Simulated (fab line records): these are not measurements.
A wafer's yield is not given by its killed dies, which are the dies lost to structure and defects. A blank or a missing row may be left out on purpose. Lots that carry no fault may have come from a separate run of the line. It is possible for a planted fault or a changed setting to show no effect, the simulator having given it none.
Which of the tools did it?    flow n5 finfet    36 wafers from 12 lots sampled at 2 of the route's 1938 steps

WHAT THE GAUGES SHOWED, per wafer
N5_BEOL_M10_CD_MEAS_18: pitch 140 nm, target cd 70 nm.
lot   measured      on         cd nm (nm)
L075  day 11 06:50  cd sem-02  70.3 70.4 69.0
L077  day 11 19:52  cd sem-02  71.8 72.4 71.2
L078  day 11 21:48  cd sem-02  69.8 68.3 69.7
L081  day 12 06:40  cd sem-02  72.0 69.6 70.1
L082  day 13 03:13  cd sem-02  69.0 68.7 68.8
L086  day 13 18:43  cd sem-01  70.2 70.8 72.1
L085  day 14 07:16  cd sem-02  69.3 68.6 69.0
L090  day 15 02:30  cd sem-02  69.1 70.5 69.6
L089  day 15 11:12  cd sem-01  70.1 70.6 70.4
L092  day 16 04:12  cd sem-01  70.9 70.6 70.1
L094  day 16 07:37  cd sem-03  70.7 69.9 69.9
L097  day 17 11:49  cd sem-01  70.1 70.0 69.2

TOOL THAT RAN EACH LOT (tool first, then ch and the chambers of the sampled wafers, then the start)
lot   N5_BEOL_M10_PECVD_70
L075  pecvd-01 ch 0,2, day 11 05:04
L077  pecvd-01 ch 0,1,2, day 11 16:44
L078  pecvd-03 ch 0,1,2, day 11 20:31
L081  pecvd-03 ch 0,2, day 12 03:43
L082  pecvd-03 ch 0,1,2, day 13 01:26
L086  pecvd-04 ch 0,1,2, day 13 16:57
L085  pecvd-04 ch 0,2, day 14 03:35
L090  pecvd-01 ch 1,2, day 15 00:08
L089  pecvd-03 ch 0,1, day 15 09:05
L092  pecvd-01 ch 1,2, day 16 02:41
L094  pecvd-01 ch 0,1, day 16 05:08
L097  pecvd-03 ch 0,1,2, day 17 08:19
- N5_BEOL_M10_PECVD_70: deposits SiO2 from TEOS/O2, target thk 20 nm, time 22.7 s.

THE ANSWER, worked out from the rows above alone
Rule: usual is defined by the lots themselves. Put in order of their means at a reading, lots are off if they are a third of the lots or fewer, leave a main group of 4 or more, and stand apart from it by a gap of 3 or more times the standard deviation of the main group's means; of several such gaps the widest counts. A main group whose means are all the same, to the digits that the tables above print for the reading, isn't used. Also off: a lot with no number at a reading for which 4 or more lots have one. The other lots that the step has rows for count as sound.
None of the lots is off at any reading shown; this tells nothing.

WHAT HAD BEEN PUT IN BY THE SIMULATOR
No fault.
